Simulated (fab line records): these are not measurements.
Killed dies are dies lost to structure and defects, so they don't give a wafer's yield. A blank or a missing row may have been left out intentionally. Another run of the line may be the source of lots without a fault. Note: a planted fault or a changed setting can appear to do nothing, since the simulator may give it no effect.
Code-filled problem report in 8D (eight disciplines) form -- flow n5 finfet -- the parts of the form that need people (team, actions taken, sign-off) are left out

1. WHAT IS WRONG
Wafers with no fault read 14 with a standard deviation of 5.2, whereas killed_at_M4_up at N5_PASSIVATION_PROBE_49 reads a mean of 100 on 1 wafer of 1 lot. That is +17 standard deviations from the usual mean.
Seen first at day 17 03:36 on prober-01, wafer L761.2. The record holds 3 wafers of 1 lot with a number at this step. The rule behind "out" and "out of limits": a value lying over 4 standard deviations away from the usual mean. All remaining wafers that have a number are taken as sound.

2. WHAT IT IS AND WHAT IT IS NOT
question,is,is not
which readings at this step,"killed_at_M4_up, defect limited yield, killed dies, sort_bin_5_function","killed_at_M0_to_M3, killed at contacts, killed at front end, killed at other, killed open, killed short, sort_bin_4_leakage, sort_bin_6_memory"
which lots,L761,-
which wafers of those lots,L761.2,"L761.3, L761.4"
read on which tools,prober-01,-
when,from day 17 03:36,up to then (0 sound wafers); but 2 sound wafers of L761 came after

3. WHAT RULES OUT EACH SUSPECT
Counting: any tool at a process step up to the reading remains a suspect provided it ran every lot that is out. Sound lots after the first of them don't rule it out here, since some wafers of a struck lot are sound.
- rie diel-05 at N5_BEOL_M6_ETCH_66 (etches SOC in N2/H2, target depth 80 nm, overetch 16 nm, time 120 s): kept. It ran the lot that is out, L761 (day 13 05:23).
- ald hk-02 at N5_MIM_TOP_ALD_00 (deposits Al2O3, purge time 3 s, co reactant pulse time 3 s): kept. It ran the lot that is out, L761 (day 16 10:55).
- rie metal-01 at N5_MIM_BOT_ETCH_ETCH_03 (etches the open film in Cl2/BCl3, target depth 12 nm): kept. It ran the lot that is out, L761 (day 16 17:40).
- prober-01 at N5_PASSIVATION_PROBE_49: kept. It ran the lot that is out, L761 (day 17 03:36). On those wafers its own readings are out: defect limited yield, killed_at_M4_up, killed dies, sort_bin_5_function.
- At N5_BEOL_M6_ETCH_66, inside rie diel-05: chamber 0 took the wafers that are out, while their sound lot-mates went through chambers 1, 3.
- At N5_MIM_TOP_ALD_00, inside ald hk-02: chamber 1 took the wafers that are out, while their sound lot-mates went through chambers 2, 3.
Left after counting: rie diel-05 at N5_BEOL_M6_ETCH_66, ald hk-02 at N5_MIM_TOP_ALD_00, rie metal-01 at N5_MIM_BOT_ETCH_ETCH_03, prober-01 at N5_PASSIVATION_PROBE_49.

4. THE CAUSE (what the simulator had put in)
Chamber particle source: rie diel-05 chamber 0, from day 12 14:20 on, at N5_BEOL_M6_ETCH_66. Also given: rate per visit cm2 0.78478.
4 suspects survive the count, and this tool is in that group.

5. THE CHAIN OF EFFECTS, in route order
One row per reading whose mean, taken over the struck wafers that have a number, lies over 3 standard deviations from the usual. Scope: only readings with a usual standard deviation given in the record; hours: median across lots of the time from each lot's start at the first step in this table that gives one to its start at this step; sigmas: change in usual standard deviations.
hours,step,reading,usual,on struck wafers,change,sigmas
0,N5_PASSIVATION_PROBE_49,defect limited yield,91.4 %,85.3,-6.1,-4.4
0,N5_PASSIVATION_PROBE_49,killed_at_M4_up,14,100,+86,+17
0,N5_PASSIVATION_PROBE_49,killed dies,102,174,+72,+4.2
0,N5_PASSIVATION_PROBE_49,killed on rim,14,27,+13,+3.3
0,N5_PASSIVATION_PROBE_49,sort_bin_5_function,5.1 %,9.2,+4.1,+4.1
0,N5_PASSIVATION_PROBE_49,sort n pass,1076,1006,-70,-3.7
0,N5_PASSIVATION_PROBE_49,sort yield pct,91.2 %,85.3,-5.9,-3.7
Its process steps:
- N5_PASSIVATION_PROBE_49

6. WHAT WOULD HAVE CAUGHT IT SOONER
First out-of-limits reading in this record: day 17 03:36, which is 109 hours after fault onset at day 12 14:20.
An alarm limit of 4 standard deviations would not have fired on the tool readings at N5_BEOL_M6_ETCH_66 for which the record gives a usual standard deviation, since none of them was out on any struck wafer.
All the lots that are out (1) had begun N5_BEOL_M6_ETCH_66 on rie diel-05 by day 17 03:36. A hold on the tool at that time would have spared none of them.
